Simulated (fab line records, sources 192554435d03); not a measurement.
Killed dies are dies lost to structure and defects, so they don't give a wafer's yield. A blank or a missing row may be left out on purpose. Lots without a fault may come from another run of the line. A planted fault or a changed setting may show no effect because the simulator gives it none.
Problem report in the 8D (eight disciplines) form, filled by code | flow n5_finfet | the parts of the form that need people (team, actions taken, sign-off) are left out

1. THE PROBLEM
spin_speed_rpm at N5_SD_EPI_P_COAT_34 reads a mean of 1572.1 rpm on 6 wafers of 2 lots; wafers without a fault read 1499.8 rpm with a standard deviation of 0.93. That is +78 standard deviations from the usual mean.
The step: time 60 s, resist thk 350 nm.
First seen on wafer L257.3, day 5 18:17, on litho_track-02. The record holds 30 wafers of 10 lots with a number at this step. Rule for "out", or "out of limits": more than 4 standard deviations from the usual mean. The other wafers with a number count as sound.

2. WHAT IT IS AND WHAT IT IS NOT
question                    | is                     | is not
which readings at this step | spin_speed_rpm         | -
which lots                  | L257, L260             | L249, L250, L253, L262, L264, L267, L268, L270
which wafers of those lots  | all that have a number | -
read on which tools         | litho_track-02         | litho_track-03, litho_track-05
when                        | from day 5 18:17       | up to then (9 sound wafers); but 15 sound wafers of L262, L264, L267, L268, L270 came after

3. SUSPECTS, AND WHAT RULES EACH OUT
Counting: a tool at a process step up to the reading stays a suspect if it ran every lot that is out and no sound lot after the first of them.
- litho_track-02 at N5_SD_EPI_P_COAT_34 (time 60 s, resist thk 350 nm): kept. It ran every lot that is out, first L257 (day 5 18:17), and no sound lot after that; its last sound lot up to then is L253 (day 4 17:36). Its own readings are out on those wafers: spin_speed_rpm.
Left after counting: litho_track-02 at N5_SD_EPI_P_COAT_34.

4. THE CAUSE (what the simulator had put in)
Process parameter drift: litho_track-02, from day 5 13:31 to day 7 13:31, at N5_SD_EPI_P_COAT_34. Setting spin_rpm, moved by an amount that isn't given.
Counting left only this tool.

5. THE CHAIN OF EFFECTS, in route order
Each row: a reading whose mean over the struck wafers that have a number lies more than 3 standard deviations from the usual. Only readings for which the record gives a usual standard deviation are gone through. hours: the time from each lot's start at the first step in this table that gives one to its start at this step, as a median over the lots. sigmas: the change in usual standard deviations.
hours | step                | reading        | usual      | on struck wafers | change | sigmas
0     | N5_SD_EPI_P_COAT_34 | spin_speed_rpm | 1499.8 rpm | 1572.1           | +72.3  | +78
The process steps in it:
- N5_SD_EPI_P_COAT_34: time 60 s, resist thk 350 nm.
Later measuring or inspecting steps at which every struck wafer that the step has a row for has a number for every such reading, and none has moved that far: N5_BEOL_M4_RC_MEAS_101.

6. WHAT WOULD HAVE CAUGHT IT SOONER
In this record the first reading out of limits was taken at day 5 18:17, 5 hours after the fault began at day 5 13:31.
